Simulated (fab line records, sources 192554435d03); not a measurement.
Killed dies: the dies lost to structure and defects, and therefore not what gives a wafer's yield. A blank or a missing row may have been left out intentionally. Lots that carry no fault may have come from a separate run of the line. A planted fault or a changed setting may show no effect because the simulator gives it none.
fab line records	flow n5_finfet
record: lots: 6	wafers: 18	last_day: 16
route steps=1938 shown PMOS_HMC_CHANNEL_EPI@62 PASSIVATION@1936
lots with no fault: from the same line, run without faults
start_h: start of the lot's first displayed wafer, in hours after the record's first day	wait_h: time in hours since the lot's previous step	" unchanged from the row above	L1.1+2: one row covering several wafers at once	- value missing, or start not given	* or withheld: withheld	< > ~ a bound
route shown NAME@n: a module of which the file shows steps, and the number in the route of the first	usual: mean/standard deviation of fault-free wafers	same: alike in all rows	chamber/n: place in a boat	sites: the reading at each site	_std_site: standard deviation of those values	_edge_site: inner sites' mean taken away from outer sites' mean	radius_mm: for every site, how far away it sits from the centre of the wafer	mask NAME#n: copy n	behind: tool/chamber where the wafer was last shaped	hold: reason for holding the lot/hours on hold/outcome of the hold	device: the transistor (n, p or np) that didn't switch	end of line: tests run on the same wafers once the route is complete	a step with no rows: only its recipe	killed: not the wafer's yield, but the dies lost to structure and defects at the first sort	map: per-die view of a wafer (x killed, . not killed, _ where there is no die)
set.NAME: setting as actually run; set.NAME@STEP: the setting as run at that earlier step	model.NAME: the simulator's own value behind a step, which no gauge read
lots at selected steps of the route; one table per step, one row per wafer
services: from which hour (start_h, from the record's first day; less than 0 if before it) a tool's chamber was out of use, for how many hours, and why
== steps ==
step: N5_PMOS_HMC_CHANNEL_EPI_EXPOSE_06
recipe: mask_id: PMOS_HMC_BLK	na: 1.35	source_shape: conventional	sigma_outer: 0.8	polarization: unpolarized	target_cd_nm: 240	dose_mj: 41
step: N5_PMOS_HMC_CHANNEL_EPI_PEB_07
recipe: peb_temp_c: 110	peb_time_s: 60	resist: CAR-ArF-block
step: N5_PMOS_HMC_CHANNEL_EPI_DEVELOP_08
recipe: develop_time_s: 30	developer: TMAH	resist: CAR-ArF-block	dev_temp_c: 23	rinse_liquid: diw	dry: air_spin
step: N5_PMOS_HMC_CHANNEL_EPI_CD_MEAS_09
recipe: target_cd_nm: 237.4	landing_energy_ev: 500	detector: se_inlens
usual: cd_nm: 237.2/1
same: landing_energy_ev: 500
lot.wafer	tool	chamber	start_h	wait_h	cd_nm
L220.1	cd_sem-02	0	19.04	-	238.2
L220.2	"	0	"	"	236.3
L220.6	"	0	"	"	236.9
L221.1	cd_sem-01	0	23.93	-	239.6
L221.4	"	0	"	"	237.6
L221.6	"	0	"	"	238.4
L229.1	cd_sem-01	0	71.35	-	237.6
L229.2	"	0	"	"	236.3
L229.3	"	0	"	"	237.2
L230.1	cd_sem-03	0	77.21	-	236.8
L230.3	"	0	"	"	235.8
L230.5	"	0	"	"	236.3
L235.1	cd_sem-01	0	107.34	-	237.5
L235.2	"	0	"	"	238.2
L235.3	"	0	"	"	238.2
L236.3	cd_sem-03	0	113.41	-	235.2
L236.4	"	0	"	"	236.1
L236.6	"	0	"	"	236.6
step: N5_PMOS_HMC_CHANNEL_EPI_OVL_MEAS_10
recipe: points_per_wafer: 44
usual: PMOS_HMC_BLK_OVL: -0.1/0.74
lot.wafer	tool	chamber	start_h	wait_h	PMOS_HMC_BLK_OVL[nm]
L220.1	overlay-01	0	19.07	0.0	0.2
L220.2	"	0	"	"	0.8
L220.6	"	0	"	"	0.2
L221.1	overlay-01	0	23.96	0.0	1.1
L221.4	"	0	"	"	0.0
L221.6	"	0	"	"	0.7
L229.1	overlay-02	0	71.38	0.0	0.9
L229.2	"	0	"	"	0.3
L229.3	"	0	"	"	0.4
L230.1	overlay-02	0	77.24	0.0	-0.3
L230.3	"	0	"	"	0.5
L230.5	"	0	"	"	0.9
L235.1	overlay-02	0	107.37	0.0	-1.7
L235.2	"	0	"	"	-1.3
L235.3	"	0	"	"	-1.8
L236.3	overlay-01	0	113.44	0.0	-0.2
L236.4	"	0	"	"	1.5
L236.6	"	0	"	"	1.0
step: N5_PMOS_HMC_CHANNEL_EPI_INSPECT_11
recipe: mode: adi	inspect_instrument: macro
usual: raw_defect_count: 2.1/1.4
lot.wafer	tool	chamber	start_h	wait_h	raw_defect_count
L220.1	defect_inspect-02	-	19.10	0.0	3
L220.2	"	-	"	"	3
L220.6	"	-	"	"	0
L221.1	defect_inspect-01	-	23.98	0.0	1
L221.4	"	-	"	"	1
L221.6	"	-	"	"	1
L229.1	defect_inspect-02	-	71.41	0.0	4
L229.2	"	-	"	"	1
L229.3	"	-	"	"	2
L230.1	defect_inspect-01	-	77.26	0.0	2
L230.3	"	-	"	"	3
L230.5	"	-	"	"	2
L235.1	defect_inspect-02	-	107.40	0.0	2
L235.2	"	-	"	"	0
L235.3	"	-	"	"	2
L236.3	defect_inspect-01	-	113.46	0.0	3
L236.4	"	-	"	"	1
L236.6	"	-	"	"	2
step: N5_PMOS_HMC_CHANNEL_EPI_DESCUM_14
recipe: chemistry: O2	time_s: 7.9	source_power_w: 50	bias_power_w: 20	pressure_mtorr: 20	rf_frequency_hz: 2.712e+07	temp_c: 40	resist: CAR-ArF-block	o2_flow_sccm: 225
usual: drypump_motor_current_A: 5.7/0.41	oes_product_au: 0.78/0.082	rf_fwd_power_W: 49.34/0.24	rf_vpp_V: 243.1/1.4	showerhead_plenum_p_Torr: 2.09/0.078	throttle_valve_pct: 20.47/0.25
lot.wafer	tool	chamber	start_h	wait_h	drypump_motor_current_A	oes_product_au	rf_fwd_power_W	rf_hours_counter_h	rf_vpp_V	showerhead_plenum_p_Torr	throttle_valve_pct
L220.1	rie_diel-04	1	19.19	0.1	6.2	0.86	49.19	54	243.3	2.11	20.16
L220.2	"	0	"	"	6.4	0.83	49.55	70	239.9	1.95	20.48
L220.6	"	1	"	"	6.2	0.86	48.97	-	243.2	2.11	20.14
L221.1	rie_diel-04	2	24.03	0.1	5.5	0.69	49.42	217	244.8	2.18	20.74
L221.4	"	3	"	"	6.0	0.72	48.99	227	241.0	2.07	20.66
L221.6	"	2	"	"	5.5	0.69	49.49	-	243.8	2.18	20.73
L229.1	rie_diel-02	2	71.69	0.3	5.8	0.71	49.39	186	243.1	2.07	20.15
L229.2	"	0	"	"	5.0	0.83	48.88	111	241.1	1.94	20.52
L229.3	"	1	"	"	5.2	0.68	49.03	249	241.4	2.06	20.36
L230.1	rie_diel-03	3	77.63	0.4	6.3	0.85	48.99	69	245.5	2.21	20.39
L230.3	"	2	"	"	5.7	0.91	49.63	23	242.7	2.13	20.33
L230.5	"	0	"	"	5.4	0.75	49.58	-	243.6	2.11	20.93
L235.1	rie_diel-02	3	107.43	0.0	5.4	0.75	49.70	138	242.4	2.11	20.50
L235.2	"	2	"	"	5.8	0.70	49.30	203	242.4	2.06	20.20
L235.3	"	1	"	"	5.2	0.98	49.27	5	243.0	2.06	20.03
L236.3	rie_diel-04	2	113.49	0.0	5.5	0.68	49.62	234	243.3	2.18	20.75
L236.4	"	3	"	"	6.0	0.71	49.55	243	242.4	2.06	20.68
L236.6	"	2	"	"	5.5	0.68	49.30	-	243.8	2.18	20.77
step: N5_PMOS_HMC_CHANNEL_EPI_ETCH_32
recipe: chemistry: N2/H2	target: BARC	stop_on: SiO2	target_depth_a: 858	over_etch_frac: 0.3	time_s: 50.3	ion_energy_ev: 200	mask_material: CAR-ArF-block	pressure_mtorr: 30	source_w: 840	bias_w: 150	n2_flow_sccm: 200	h2_flow_sccm: 200
usual: bias_w: 150.0/0.47	drypump_motor_current_A: 5.7/0.41	oes_product_au: 0.67/0.066	rf_fwd_power_W: 830/4.1	rf_vpp_V: 523.9/2.8	showerhead_plenum_p_Torr: 2.54/0.093	throttle_valve_pct: 17.92/0.19
lot.wafer	tool	chamber	start_h	wait_h	bias_w	drypump_motor_current_A	oes_product_au	rf_fwd_power_W	rf_hours_counter_h	rf_vpp_V	showerhead_plenum_p_Torr	throttle_valve_pct
L220.1	rie_diel-04	1	19.23	0.0	149.4	6.2	0.72	828	54	525.0	2.59	17.73
L220.2	"	0	"	"	150.5	6.3	0.72	830	70	519.2	2.36	17.83
L220.6	"	1	"	"	149.8	6.2	0.73	826	-	525.9	2.59	17.75
L221.1	rie_diel-04	2	24.07	0.0	149.2	5.5	0.60	834	217	526.7	2.61	18.02
L221.4	"	3	"	"	149.9	6.0	0.62	829	227	523.0	2.51	18.03
L221.6	"	2	"	"	149.2	5.5	0.60	834	-	527.3	2.61	17.98
L229.1	rie_diel-02	2	71.72	0.0	149.4	5.7	0.61	831	186	524.8	2.54	17.84
L229.2	"	0	"	"	151.0	5.0	0.70	825	111	518.9	2.37	17.98
L229.3	"	1	"	"	150.6	5.2	0.58	828	249	522.0	2.50	17.95
L230.1	rie_diel-03	3	77.67	0.0	149.5	6.3	0.73	827	69	526.5	2.68	17.75
L230.3	"	2	"	"	149.1	5.7	0.78	832	23	525.8	2.60	17.78
L230.5	"	0	"	"	150.2	5.4	0.64	839	-	524.0	2.54	18.28
L235.1	rie_diel-02	3	107.46	0.0	150.0	5.4	0.64	830	138	524.4	2.54	17.79
L235.2	"	2	"	"	150.0	5.7	0.60	834	203	524.2	2.53	17.88
L235.3	"	1	"	"	149.8	5.2	0.80	825	5	522.7	2.50	17.55
L236.3	rie_diel-04	2	113.53	0.0	149.7	5.5	0.58	835	234	525.9	2.60	18.02
L236.4	"	3	"	"	149.0	6.0	0.61	831	243	522.5	2.50	18.03
L236.6	"	2	"	"	149.4	5.5	0.58	834	-	525.0	2.60	18.04
step: N5_PMOS_HMC_CHANNEL_EPI_HM_OPEN_15
recipe: chemistry: CHF3/O2	target: SiO2	mask_material: CAR-ArF-block	target_depth_a: 406	CHF3_flow_sccm: 50	O2_flow_sccm: 5	Ar_flow_sccm: 200	time_s: 20.3	pressure_mtorr: 30	source_w: 650	bias_w: 170	ion_energy_ev: 200
usual: bias_w: 170.0/0.52	drypump_motor_current_A: 5.7/0.42	oes_product_au: 0.78/0.082	rf_fwd_power_W: 644.1/2.4	rf_vpp_V: 521/8.8	showerhead_plenum_p_Torr: 2.41/0.085	throttle_valve_pct: 18.95/0.18
lot.wafer	tool	chamber	start_h	wait_h	bias_w	drypump_motor_current_A	oes_product_au	rf_fwd_power_W	rf_hours_counter_h	rf_vpp_V	showerhead_plenum_p_Torr	throttle_valve_pct
L220.1	rie_diel-04	1	19.27	0.0	169.9	6.2	0.85	640.9	54	516	2.44	18.73
L220.2	"	0	"	"	171.1	6.4	0.83	643.6	70	530	2.27	18.96
L220.6	"	1	"	"	170.3	6.2	0.87	642.4	-	516	2.45	18.74
L221.1	rie_diel-04	2	24.11	0.0	169.6	5.5	0.68	647.2	217	515	2.48	19.05
L221.4	"	3	"	"	170.1	6.1	0.71	642.9	227	523	2.39	19.15
L221.6	"	2	"	"	170.3	5.5	0.68	643.0	-	515	2.48	19.05
L229.1	rie_diel-02	2	71.77	0.0	169.6	5.8	0.71	647.2	186	532	2.40	18.77
L229.2	"	0	"	"	170.3	5.0	0.81	643.9	111	511	2.24	18.96
L229.3	"	1	"	"	170.7	5.2	0.66	641.3	249	515	2.37	18.87
L230.1	rie_diel-03	3	77.71	0.0	169.9	6.3	0.84	642.2	69	510	2.55	18.96
L230.3	"	2	"	"	169.1	5.7	0.91	644.8	23	516	2.45	18.79
L230.5	"	0	"	"	169.8	5.4	0.75	646.0	-	524	2.41	19.25
L235.1	rie_diel-02	3	107.51	0.0	170.6	5.4	0.76	643.1	138	541	2.41	18.87
L235.2	"	2	"	"	169.2	5.8	0.70	643.6	203	533	2.39	18.81
L235.3	"	1	"	"	170.2	5.2	0.96	639.3	5	517	2.37	18.50
L236.3	rie_diel-04	2	113.57	0.0	170.8	5.5	0.67	647.0	234	515	2.47	19.08
L236.4	"	3	"	"	169.9	6.0	0.71	639.1	243	524	2.38	19.18
L236.6	"	2	"	"	170.5	5.5	0.68	647.0	-	516	2.47	19.09
step: N5_PMOS_HMC_CHANNEL_EPI_STRIP_33
recipe: chemistry: N2/H2	power_w: 500	temp_c: 40	pressure_mtorr: 50	rf_frequency_hz: 6e+07	overash_fraction: 0.3	bias_power_w: 8	h2_frac: 0.5	n2_flow_sccm: 300	h2_flow_sccm: 300
step: N5_PMOS_HMC_CHANNEL_EPI_STRIP_17
recipe: chemistry: SPM	time_s: 750	temp_c: 130	h2so4_h2o2_vol_ratio: 4	dry: ipa_marangoni
step: N5_PMOS_HMC_CHANNEL_EPI_ETCH_38
recipe: chemistry: CF4	target: SiO2	target_depth_a: 15	ion_energy_ev: 350	pressure_mtorr: 10	icp_w: 800	bias_w: 400	cf4_flow_sccm: 80
usual: bias_w: 400.1/1.1	drypump_motor_current_A: 5.9/0.44	oes_product_au: 0.997/0.023	rf_fwd_power_W: 784/4.1	throttle_valve_pct: 21.75/0.17
lot.wafer	tool	chamber	start_h	wait_h	bias_w	drypump_motor_current_A	oes_product_au	rf_fwd_power_W	rf_hours_counter_h	throttle_valve_pct
L220.1	rie_si-01	1	19.63	0.0	398.7	5.3	0.983	786	56	21.71
L220.2	"	3	"	"	400.9	6.5	0.965	780	72	21.97
L220.6	"	2	"	"	401.1	6.2	0.975	782	-	22.07
L221.1	rie_si-04	2	24.47	0.0	399.1	5.9	0.988	784	2	21.95
L221.4	"	1	"	"	400.3	6.5	0.979	789	47	21.62
L221.6	"	2	"	"	400.1	5.9	1.000	785	-	21.95
L229.1	rie_si-01	3	72.13	0.0	400.9	6.5	0.984	782	73	21.97
L229.2	"	1	"	"	399.8	5.3	0.976	788	57	21.71
L229.3	"	0	"	"	400.8	5.4	1.036	788	38	21.71
L230.1	rie_si-01	2	78.07	0.0	401.2	6.2	0.982	779	196	22.08
L230.3	"	1	"	"	399.8	5.3	0.982	784	57	21.69
L230.5	"	2	"	"	400.2	6.2	0.982	784	-	22.09
L235.1	rie_si-02	0	107.87	0.0	399.3	6.0	1.048	775	18	21.72
L235.2	"	2	"	"	400.6	5.2	0.978	780	153	21.66
L235.3	"	1	"	"	400.3	6.2	0.985	777	21	21.57
L236.3	rie_si-04	2	114.14	0.0	401.0	5.9	0.988	789	3	21.94
L236.4	"	0	"	"	399.1	5.8	0.964	783	153	21.77
L236.6	"	1	"	"	399.5	6.5	0.988	790	-	21.61
step: N5_PMOS_HMC_CHANNEL_EPI_FIN_RECESS_16
recipe: chemistry: HBr/Cl2	target: Si	mask_material: SiO2	target_depth_a: 540	time_s: 18	pressure_mtorr: 10	icp_w: 800	bias_w: 75	HBr_flow_sccm: 150	Cl2_flow_sccm: 80
usual: bias_w: 75.01/0.22	drypump_motor_current_A: 5.9/0.44	mfc_cl2_sccm: 80.02/0.23	oes_product_au: 0.995/0.02	rf_fwd_power_W: 795.5/2.4	throttle_valve_pct: 35.5/0.32
lot.wafer	tool	chamber	start_h	wait_h	bias_w	drypump_motor_current_A	mfc_cl2_sccm	oes_product_au	rf_fwd_power_W	rf_hours_counter_h	throttle_valve_pct	model.etch.depth_nm	model.PMOS_HMC_CHANNEL_EPI.feature_depth_nm
L220.1	rie_si-01	1	19.65	0.0	75.24	5.3	80.12	0.992	794.2	56	35.4	52.94	52.94
L220.2	"	3	"	"	74.78	6.5	80.22	0.963	795.7	72	36.0	53.91	53.91
L220.6	"	2	"	"	75.42	6.2	80.30	0.990	794.1	-	35.7	54.09	54.09
L221.1	rie_si-04	2	24.49	0.0	75.03	5.9	79.75	0.993	798.7	2	35.6	55.31	55.31
L221.4	"	1	"	"	75.10	6.5	80.09	0.988	798.9	47	35.4	53.37	53.37
L221.6	"	2	"	"	75.06	5.9	79.71	0.995	798.3	-	35.6	55.13	55.13
L229.1	rie_si-01	3	72.15	0.0	75.19	6.5	80.23	0.979	792.6	73	36.0	57.44	57.44
L229.2	"	1	"	"	74.89	5.3	80.30	1.002	793.2	57	35.4	56.66	56.66
L229.3	"	0	"	"	74.91	5.4	80.39	1.028	793.0	38	35.6	59.2	59.2
L230.1	rie_si-01	2	78.09	0.0	75.08	6.2	79.73	0.984	796.8	196	35.7	57.24	57.24
L230.3	"	1	"	"	75.03	5.3	80.11	0.984	799.2	57	35.4	56.48	56.48
L230.5	"	2	"	"	75.07	6.2	79.86	0.985	794.6	-	35.7	56.82	56.82
L235.1	rie_si-02	0	107.89	0.0	75.10	6.0	80.04	1.031	793.1	18	35.3	54.44	54.44
L235.2	"	2	"	"	75.16	5.2	79.63	0.982	794.5	153	35.2	54.52	54.52
L235.3	"	1	"	"	75.18	6.1	80.20	0.984	790.8	21	34.8	53.8	53.8
L236.3	rie_si-04	2	114.16	0.0	75.06	5.9	80.05	0.994	799.6	3	35.6	54.48	54.48
L236.4	"	0	"	"	74.91	5.8	79.95	0.981	789.3	153	35.5	53.81	53.81
L236.6	"	1	"	"	75.00	6.5	80.28	0.996	794.0	-	35.4	53.97	53.97
step: N5_PMOS_HMC_CHANNEL_EPI_PRECLEAN_36
recipe: chemistry: O3/DIW	time_s: 45	temp_c: 22	o3_ppm: 10
step: N5_PMOS_HMC_CHANNEL_EPI_PRECLEAN_18
recipe: chemistry: DHF	time_s: 30	temp_c: 25	dilution: withheld
step: N5_PMOS_HMC_CHANNEL_EPI_SRD_19
recipe: dry: ipa_marangoni	do_ppb: 5	time_s: 30	temp_c: 23	rinse_liquid: diw
step: N5_PMOS_HMC_CHANNEL_EPI_EPI_20
recipe: material: SiGe30	mask_material: SiO2	pressure_torr: 20	target_thk_a: 590	temp_c: 600
step: N5_PMOS_HMC_CHANNEL_EPI_HM_STRIP_35
recipe: chemistry: dHF	temp_c: 25	material: SiO2	target: SiO2	target_depth_a: 396	time_s: 216
step: N5_PMOS_HMC_CHANNEL_EPI_SRD_39
recipe: dry: ipa_marangoni	time_s: 30	temp_c: 23	rinse_liquid: diw
step: N5_PMOS_HMC_CHANNEL_EPI_CMP_21
recipe: material: SiGe30	post_cmp_clean: alkaline_brush	target_thk_nm: 54
usual: motor_current_A: 11.3/1
lot.wafer	tool	chamber	start_h	wait_h	motor_current_A
L220.2	cmp-04	3	21.16	0.0	11.3
L220.1	"	1	"	"	12.6
L220.6	"	0	"	"	11.4
L221.4	cmp-03	3	26.00	0.0	12.6
L221.1	"	2	"	"	10.7
L221.6	"	3	"	"	12.6
L229.1	cmp-03	0	73.66	0.0	11.2
L229.3	"	1	"	"	10.2
L229.2	"	2	"	"	11.5
L230.1	cmp-02	3	79.63	0.1	11.4
L230.3	"	1	"	"	10.6
L230.5	"	3	"	"	11.4
L235.1	cmp-03	3	109.40	0.0	12.5
L235.3	"	1	"	"	10.5
L235.2	"	2	"	"	10.9
L236.4	cmp-02	1	115.71	0.0	10.2
L236.3	"	3	"	"	11.3
L236.6	"	2	"	"	9.2
step: N5_PMOS_HMC_CHANNEL_EPI_THK_MEAS_22
recipe: reads: SiGe30_of_PMOS_HMC_CHANNEL_EPI_EPI_20
usual: HMC_CMP_THK: 54.3/0.8
lot.wafer	tool	chamber	start_h	wait_h	HMC_CMP_THK[nm]
L220.1	film_metro-01	-	21.45	-	53.0
L220.2	"	-	"	"	54.0
L220.6	"	-	"	"	54.1
L221.1	film_metro-01	-	26.29	-	55.2
L221.4	"	-	"	"	53.4
L221.6	"	-	"	"	55.2
L229.1	film_metro-02	-	73.96	-	57.5
L229.2	"	-	"	"	56.7
L229.3	"	-	"	"	59.1
L230.1	film_metro-02	-	79.89	-	57.3
L230.3	"	-	"	"	56.3
L230.5	"	-	"	"	57.0
L235.1	film_metro-01	-	109.70	-	54.6
L235.2	"	-	"	"	54.5
L235.3	"	-	"	"	53.9
L236.3	film_metro-02	-	116.01	-	54.7
L236.4	"	-	"	"	53.8
L236.6	"	-	"	"	54.0
step: N5_PMOS_HMC_CHANNEL_EPI_PRECLEAN_40
recipe: chemistry: DHF	time_s: 30	temp_c: 25	dilution: withheld
step: N5_PASSIVATION_PROBE_49
usual: killed_at_M0_to_M3: 31/11	killed_at_M4_up: 14/5.1	killed_at_contacts: 12/5.6	killed_at_front_end: 42/12	killed_at_other: 3.8/2.9	killed_dies: 103/18	killed_open: 67/14	killed_short: 33/8
same: gross_dies: 1180	killed_at_back_side: 0
lot.wafer	tool	chamber	start_h	wait_h	killed_at_M0_to_M3	killed_at_M4_up	killed_at_contacts	killed_at_front_end	killed_at_other	killed_dies	killed_open	killed_short
L229.1	prober-02	-	349.71	2.4	27	13	11	46	4	101	69	28
L229.2	prober-02	-	349.76	2.5	18	19	4	42	5	88	45	42
L229.3	prober-02	-	349.81	2.5	26	19	11	41	2	99	62	36
killed by level:class
L229.1 FIN_SAQP:geometric_particle:open=13 MOL_CONTACT_COAG:geometric_particle:open=10 FIN_SAQP:geometric_particle:short=9 BEOL_M2:geometric_particle:open=7 BEOL_M3:geometric_particle:open=6 GATE_CUT:geometric_particle:short=5 BEOL_M3:geometric_particle:short=4 STI_FIN_REVEAL:geometric_particle:open=3
L229.2 FIN_SAQP:geometric_particle:open=12 FIN_SAQP:geometric_particle:short=9 BEOL_M4:geometric_particle:short=5 BEOL_M1:geometric_particle:open=5 GATE_CUT:geometric_particle:short=5 BEOL_M5:geometric_particle:open=5 ILD0:geometric_particle:short=4 BEOL_M2:geometric_particle:open=4
L229.3 FIN_SAQP:geometric_particle:open=13 FIN_SAQP:geometric_particle:short=11 MOL_CONTACT_COAG:geometric_particle:open=10 BEOL_M0_SAQP:geometric_particle:short=10 BEOL_M5:geometric_particle:open=6 BEOL_M4:geometric_particle:short=5 STI_FIN_REVEAL:geometric_particle:open=4 BEOL_M0_SAQP:geometric_particle:open=4
== services ==
tool	chamber	start_h	hours	kind
rie_si-01	-	0.86	2.8	pm
rie_si-02	1	27.49	3.1	repair
rie_diel-02	3	27.58	6.2	repair
rie_diel-03	2	32.31	2.2	repair
cmp-02	-	36.04	1.5	repair
cmp-04	-	37.50	4.4	pm
cmp-02	-	43.29	0.5	repair
rie_si-04	-	46.61	1.2	repair
cmp-03	-	53.58	1.2	repair
cmp-02	-	60.17	4.0	pm
cmp-02	-	64.17	-	consumable_replace:conditioner
cmp-02	-	64.17	-	consumable_replace:pad
rie_diel-04	-	69.57	28.1	pm
cmp-04	-	69.77	5.2	pm
rie_diel-02	1	73.75	-	clean
rie_diel-02	1	73.75	-	consumable_replace:focus_ring
rie_diel-02	1	73.75	19.5	scheduled_down
rie_diel-02	1	73.75	19.5	vent_cycle
cmp-03	-	78.65	10.7	pm
cmp-04	-	79.54	0.7	repair
cmp-02	-	95.02	0.8	repair
rie_diel-02	-	102.59	2.8	pm
cmp-04	-	107.29	1.2	repair
== key ==
first_sign: step: N5_PMOS_HMC_CHANNEL_EPI_THK_MEAS_22	reading: HMC_CMP_THK	direction: up	sigmas: 3.8	usual: 54.3	struck: 57.3
effect none on later readings
model_effect: step: N5_PMOS_HMC_CHANNEL_EPI_FIN_RECESS_16	value: etch.depth_nm	without: 54.1	struck: 57.31
met_at N5_PMOS_HMC_CHANNEL_EPI_FIN_RECESS_16
struck_wafers L229.1,L229.2,L229.3,L230.1,L230.3,L230.5
tester_left_out L229,L230
onset_between 19.65 72.15
also_fits N5_PMOS_HMC_CHANNEL_EPI_ETCH_38:rie_si-01
fault: kind: process_parameter_drift	tool: rie_si-01	chamber: -	onset_h: 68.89	steps: N5_PMOS_HMC_CHANNEL_EPI_FIN_RECESS_16	channel: time_s	offset: *	shape: step	acts_in: *	stated: *
tester_left_out: of these lots the tester's yield and bins aren't shown, on N5 and GAA mostly nor the transistor test; their killed dies are dies lost to structure and defects alone, not to doping, threshold or leakage, so they don't give the yield
